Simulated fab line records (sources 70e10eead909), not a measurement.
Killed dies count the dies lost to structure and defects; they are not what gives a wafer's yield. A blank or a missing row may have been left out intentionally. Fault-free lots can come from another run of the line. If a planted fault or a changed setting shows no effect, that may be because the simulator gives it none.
Struck lot and sound lot, side by side / flow nand harc / 13 out of 1302 route steps
Sound: wafers L803.1, L803.5, L803.6. Struck: wafers L817.1, L817.4, L817.6. The cause is named last.
Order at every step that has rows: each side's tool, ch and its chambers, its first start. Under that, the readings that differ: sound wafers / struck wafers / difference of the means / sigmas: that difference in standard deviations of wafers without a fault.
alike: readings with means less than 2 such deviations apart, plus words and numbers identical on both sides. not compared: withheld readings, readings lacking a value on some wafer, bounds such as >300 that could conceal the same value, and numbers that have no deviation in the record and whose values overlap.
The two part at a step that has a row with sigmas, a row that says differs or no value, or rows on one side only. Numbers that don't overlap but have no deviation are shown without sigmas and don't part them. A reading that every wafer of one side lacks parts them only if that side has two wafers or more.

first, 4 steps without rows for these wafers: NHARC_A_WL_FILL_STRIP_28 (strips in post etch residue remover, time 1200 s); NHARC_A_WL_FILL_PRECLEAN_06 (cleans in DIW, time 300 s); NHARC_A_WL_FILL_SRD_07; NHARC_A_WL_FILL_ANNEAL_08 (time 1800 s).
NHARC_A_WL_FILL_ALD_10: deposits SiO2, target thk 50 nm, pulse time 10 s, ald cycles 500.
  sound on ald hk-01 ch 1,2,3, day 22 13:55; struck on ald hk-04 ch 0,2, day 28 20:55
  alike: heater power w, precursor pulse height rel
NHARC_A_WL_FILL_ETCHBACK_16: etches the open film in C4F8/O2/Ar, target depth 120 nm, time 24 s.
  sound on rie diel-04 ch 1,2; struck on rie diel-06 ch 1,3
reading=oes product au (a.u.); sound=0.923 0.919 0.916; struck=0.996 1.003 0.989; difference=+0.077; sigmas=+3
  alike: rf fwd power W, rf vpp V, run length s
  not compared: rf hours counter h
NHARC_A_WL_FILL_STRIP_29: strips in O2, time 20 s.
  sound on rie diel-04 ch 0,2,3, day 22 17:09; struck on rie diel-06 ch 1,3, day 29 01:43
  alike: drypump motor current A, oes product au, rf vpp V, showerhead plenum p Torr, throttle valve pct
  not compared: rf hours counter h
NHARC_A_WL_FILL_ETCHBACK_17: etches the open film in Cl2/BCl3, target depth 4 nm, time 26.7 s.
  sound on rie metal-01 ch 0,1, day 22 17:14; struck on rie metal-02 ch 0, day 29 01:48
  alike: drypump motor current A, oes product au, run length s
  not compared: rf hours counter h
then, 3 steps without rows for these wafers: NHARC_A_WL_FILL_PRECLEAN_18 (cleans in dHF, time 30 s); NHARC_A_WL_FILL_SRD_21; NHARC_A_WL_FILL_CVD_23 (deposits poly-Si, target thk 40 nm, time 800 s).
NHARC_A_WL_FILL_ETCHBACK_26: etches the open film in HBr, target depth 52 nm, time 13.3 s.
  sound on rie si-06 ch 0,1,2, day 22 22:23; struck on rie si-01 ch 0,3, day 29 07:08
reading=rf fwd power W (W); sound=342.7 342.3 344.4; struck=- - -; difference=no value on the struck wafers; sigmas=
reading=run length s (s); sound=33.97 34.59 34.60; struck=30.88 30.67 30.12; difference=-3.83; sigmas=-13
  alike: drypump motor current A, oes product au, throttle valve pct
  not compared: rf hours counter h
then, 1 step without rows for these wafers: NHARC_A_WL_FILL_PRECLEAN_30 (cleans in dHF, time 10 s).

WHERE THEY PART
First at NHARC_A_WL_FILL_ETCHBACK_16; last, within this record, at NHARC_A_WL_FILL_ETCHBACK_26.

WHY: what had been put in by the simulator
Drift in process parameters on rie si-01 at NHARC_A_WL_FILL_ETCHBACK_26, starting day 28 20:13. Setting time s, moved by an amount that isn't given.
